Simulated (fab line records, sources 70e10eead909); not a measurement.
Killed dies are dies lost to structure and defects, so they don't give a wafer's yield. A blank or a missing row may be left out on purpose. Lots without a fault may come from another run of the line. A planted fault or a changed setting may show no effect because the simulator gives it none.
Problem report in the 8D (eight disciplines) form, filled by code | flow nand_harc | the parts of the form that need people (team, actions taken, sign-off) are left out

1. THE PROBLEM
cathode_dc_power_W at NHARC_A_BONDPAD_PVD_27 reads a mean of 4390.8 W on 9 wafers of 3 lots; wafers without a fault read 5000.1 W with a standard deviation of 0.86. That is -99 or more standard deviations from the usual mean.
The step: deposits Cu, target thk 30 nm, time 20.49 s.
First seen on wafer L910.1, day 21 00:21, on pvd_sputter-01. The record holds 36 wafers of 12 lots with a number at this step. Rule for "out", or "out of limits": more than 4 standard deviations from the usual mean. The other wafers with a number count as sound.

2. WHAT IT IS AND WHAT IT IS NOT
question                    | is                     | is not
which readings at this step | cathode_dc_power_W     | -
which lots                  | L909, L910, L913       | L899, L901, L902, L905, L906, L907, L918, L919, L921
which wafers of those lots  | all that have a number | -
read on which tools         | pvd_sputter-01         | pvd_sputter-02, pvd_sputter-03
when                        | from day 21 00:21      | up to then (18 sound wafers); but 9 sound wafers of L918, L919, L921 came after

3. SUSPECTS, AND WHAT RULES EACH OUT
Counting: a tool at a process step up to the reading stays a suspect if it ran every lot that is out and no sound lot after the first of them.
- pvd_sputter-01 at NHARC_A_BONDPAD_PVD_17 (deposits TaN, target thk 5 nm, time 8.06 s): kept. It ran every lot that is out, first L910 (day 21 00:21), and no sound lot after that; its last sound lot up to then is L905 (day 20 11:29). NHARC_A_BONDPAD_PVD_17 gives no start for some lots, so the hours and the order of its lots are those of NHARC_A_BONDPAD_PVD_27.
- pvd_sputter-01 at NHARC_A_BONDPAD_PVD_27 (deposits Cu, target thk 30 nm, time 20.49 s): kept. It ran every lot that is out, first L910 (day 21 00:21), and no sound lot after that; its last sound lot up to then is L905 (day 20 11:29). Its own readings are out on those wafers: cathode_dc_power_W.
Left after counting: pvd_sputter-01 at NHARC_A_BONDPAD_PVD_17, pvd_sputter-01 at NHARC_A_BONDPAD_PVD_27.

4. THE CAUSE (what the simulator had put in)
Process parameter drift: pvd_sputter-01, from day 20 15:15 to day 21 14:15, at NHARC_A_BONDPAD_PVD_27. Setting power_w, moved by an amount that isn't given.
Counting left 2 suspects, and this tool is among them.

5. THE CHAIN OF EFFECTS, in route order
Each row: a reading whose mean over the struck wafers that have a number lies more than 3 standard deviations from the usual. Only readings for which the record gives a usual standard deviation are gone through. hours: the time from each lot's start at the first step in this table that gives one to its start at this step, as a median over the lots. sigmas: the change in usual standard deviations.
hours | step                   | reading            | usual    | on struck wafers | change | sigmas
0     | NHARC_A_BONDPAD_PVD_27 | cathode_dc_power_W | 5000.1 W | 4390.8           | -609.3 | -99 or more
The process steps in it:
- NHARC_A_BONDPAD_PVD_27: deposits Cu, target thk 30 nm, time 20.49 s.
Later measuring or inspecting steps at which every struck wafer that the step has a row for has a number for every such reading, and none has moved that far: NHARC_END_SORT_01.

6. WHAT WOULD HAVE CAUGHT IT SOONER
In this record the first reading out of limits was taken at day 21 00:21, 9 hours after the fault began at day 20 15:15.
